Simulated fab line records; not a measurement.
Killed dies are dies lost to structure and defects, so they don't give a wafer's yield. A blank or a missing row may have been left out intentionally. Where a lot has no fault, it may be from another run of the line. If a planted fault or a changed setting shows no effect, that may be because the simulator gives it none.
Chamber matching | flow nand_harc | NHARC_A_STAIRCASE_DESCUM_11 on rie_diel-10 has 4 sister chambers
The step chemistry O2, time 3 s. 20 wafers are shown with their chamber, then 10 later ones without.

== WAFERS PAIRED WITH THEIR CHAMBERS ==
wafer  | chamber | drypump_motor_current_A (A) | showerhead_plenum_p_Torr (Torr) | rf_vpp_V (V)
L074.1 | 3       | 5.9                         | 1.85                            | 58.2
L074.2 | 2       | 5.8                         | 2.03                            | 58.3
L074.6 | 2       | 5.8                         | 2.03                            | 59.3
L076.2 | 3       | 5.8                         | 1.85                            | 59.2
L076.3 | 0       | 5.0                         | 1.94                            | 56.6
L076.4 | 1       | 6.4                         | 1.96                            | 57.6
L080.1 | 1       | 6.4                         | 1.96                            | 58.3
L080.4 | 0       | 5.0                         | 1.93                            | 58.4
L080.6 | 2       | 5.8                         | 2.02                            | 58.4
L083.1 | 1       | 6.4                         | 1.96                            | 58.0
L083.5 | 2       | 5.8                         | 2.02                            | 58.6
L083.6 | 3       | 5.8                         | 1.85                            | 57.4
L084.2 | 2       | 5.8                         | 2.02                            | 59.8
L084.3 | 3       | 5.8                         | 1.85                            | 56.0
L084.5 | 2       | 5.8                         | 2.02                            | 59.6
L085.2 | 1       | 6.4                         | 1.95                            | 57.1
L085.4 | 3       | 5.9                         | 1.84                            | 57.6
L085.5 | 0       | 5.0                         | 1.93                            | 56.9
L087.4 | 1       | 6.4                         | 1.95                            | 57.8
L087.5 | 3       | 5.9                         | 1.84                            | 57.3

SIGNATURES, as means of the wafers listed above
reading                  | chamber 0 | chamber 1 | chamber 2 | chamber 3 | scatter within a chamber
drypump_motor_current_A  | 5.000     | 6.400     | 5.800     | 5.850     | 0.0306
showerhead_plenum_p_Torr | 1.9333    | 1.9560    | 2.0233    | 1.8467    | 0.00532
rf_vpp_V                 | 57.300    | 57.760    | 59.000    | 57.617    | 0.805
Rule: a wafer lies at a distance from a chamber equal to the root of the sum of squares, over the readings, of (its reading less the chamber's mean, divided by the reading's scatter). If the next closest chamber is less than 2 further off than the closest, the wafer can't be placed; otherwise it belongs to the closest. The scatter: take each reading less its chamber's mean, square it, sum over the shown wafers, divide by the number of wafers less the number of chambers, and take the root.

== WAFERS WHOSE CHAMBER IS MISSING ==
wafer  | drypump_motor_current_A (A) | showerhead_plenum_p_Torr (Torr) | rf_vpp_V (V)
L087.6 | 5.0                         | 1.93                            | 58.5
L090.1 | 5.8                         | 2.01                            | 58.1
L090.3 | 6.4                         | 1.95                            | 57.8
L090.5 | 5.8                         | 1.84                            | 58.2
L096.1 | 5.0                         | 1.92                            | 58.0
L096.3 | 5.8                         | 1.83                            | 57.6
L096.6 | 5.8                         | 2.01                            | 57.8
L097.1 | 5.9                         | 1.83                            | 56.5
L097.2 | 5.8                         | 2.00                            | 57.3
L097.4 | 5.0                         | 1.92                            | 57.4

== WHICH CHAMBER EACH ONE RAN IN ==
wafer  | from the rows above | in truth
L087.6 | 0                   | 0
L090.1 | 2                   | 2
L090.3 | 1                   | 1
L090.5 | 3                   | 3
L096.1 | 0                   | 0
L096.3 | 3                   | 3
L096.6 | 2                   | 2
L097.1 | 3                   | 3
L097.2 | 2                   | 2
L097.4 | 0                   | 0
Correctly placed: 10 of 10. From these rows, 0 cannot be placed. Placed wrongly: 0.
